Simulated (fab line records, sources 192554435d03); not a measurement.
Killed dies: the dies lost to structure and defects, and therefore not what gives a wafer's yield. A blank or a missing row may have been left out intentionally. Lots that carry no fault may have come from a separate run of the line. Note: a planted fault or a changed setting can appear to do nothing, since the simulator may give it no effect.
Which of the tools did it? ; flow n5Finfet ; 10 lots with 30 wafers sampled at 4 steps, on a route of 1938 steps

== WHAT THE GAUGES READ, wafer by wafer ==
N5_FIN_SAQP_OCD_MEAS_76.
lot;measured;on;trenchDepthNm (nm)
L076;day 2 16:21;ocd-01;121.1 122.1 121.5
L078;day 3 03:51;ocd-01;121.0 120.7 121.5
L080;day 3 14:53;ocd-01;122.3 121.9 121.2
L082;day 4 02:03;ocd-01;120.9 121.2 122.1
L086;day 5 03:25;ocd-01;120.5 120.8 121.4
L089;day 5 22:51;ocd-01;121.6 120.3 118.7
L091;day 6 08:26;ocd-01;120.9 119.1 119.5
L093;day 6 21:22;ocd-02;119.6 120.2 122.1
L095;day 7 08:53;ocd-01;118.9 118.9 120.5
L097;day 7 20:05;ocd-01;119.2 122.7 119.4

== TOOL THAT RAN EACH LOT (tool first, then ch and the chambers of the sampled wafers, then the start) ==
lot;N5_FIN_SAQP_PECVD_06;N5_FIN_SAQP_ETCH_51;N5_FIN_SAQP_ETCH_34
L076;pecvd-04 ch 0,1, day 2 09:14;rieDiel-02 ch 0,1, day 2 11:11;rieDiel-02 ch 0,1,2, day 2 15:55
L078;pecvd-01 ch 0,1, day 2 21:59;rieDiel-03 ch 0,1,2, day 2 22:36;rieDiel-05 ch 0,2,3, day 3 03:25
L080;pecvd-04 ch 0,1,2, day 3 08:47;rieDiel-02 ch 0,2, day 3 09:30;rieDiel-05 ch 1,2, day 3 14:26
L082;pecvd-01 ch 0,2, day 3 21:10;rieDiel-02 ch 0,1,2, day 3 21:55;rieDiel-02 ch 1,2,3, day 4 01:36
L086;pecvd-04 ch 1,2, day 4 20:53;rieDiel-05 ch 0,1,2, day 4 21:35;rieDiel-03 ch 1,3, day 5 02:59
L089;pecvd-01 ch 0,1,2, day 5 15:56;rieDiel-05 ch 0,2,3, day 5 16:42;rieDiel-05 ch 0,1,2, day 5 22:25
L091;pecvd-03 ch 0,2, day 6 03:33;rieDiel-05 ch 0,1,3, day 6 04:08;rieDiel-03 ch 0,3, day 6 07:58
L093;pecvd-04 ch 0,1,2, day 6 15:52;rieDiel-03 ch 1,2,3, day 6 16:34;rieDiel-03 ch 1,3, day 6 20:56
L095;pecvd-01 ch 0,2, day 7 03:31;rieDiel-05 ch 0,1,3, day 7 04:21;rieDiel-02 ch 2,3, day 7 08:27
L097;pecvd-03 ch 1, day 7 15:11;rieDiel-02 ch 0,3, day 7 15:47;rieDiel-02 ch 0,2,3, day 7 19:39
- N5_FIN_SAQP_PECVD_06: deposits a-Si from SiH4/He, target thk 60 nm, time 48.1 s.
- N5_FIN_SAQP_ETCH_51: etches SiARC in CF4, target depth 45.5 nm, time 75.8 s.
- N5_FIN_SAQP_ETCH_34: etches SiO2 in C4F6/O2, target depth 45 nm, time 15 s.

== THE ANSWER, worked out from the rows above alone ==
Rule: the lots themselves supply what counts as usual. The widest of any qualifying gaps counts: lots, ordered by their means at a reading, are off when they make up no more than a third of the lots, leave a main group of 4 or more, and stand apart from it by 3 or more times the standard deviation of that group's means. Not used: any main group whose means are identical at the precision the tables above print for the reading. Also off: a lot with no number at a reading for which 4 or more lots have one. The other lots that the step has rows for count as sound.
No lot is off on any of the readings shown, so nothing can be concluded from this.

== WHAT THE SIMULATOR HAD INSERTED ==
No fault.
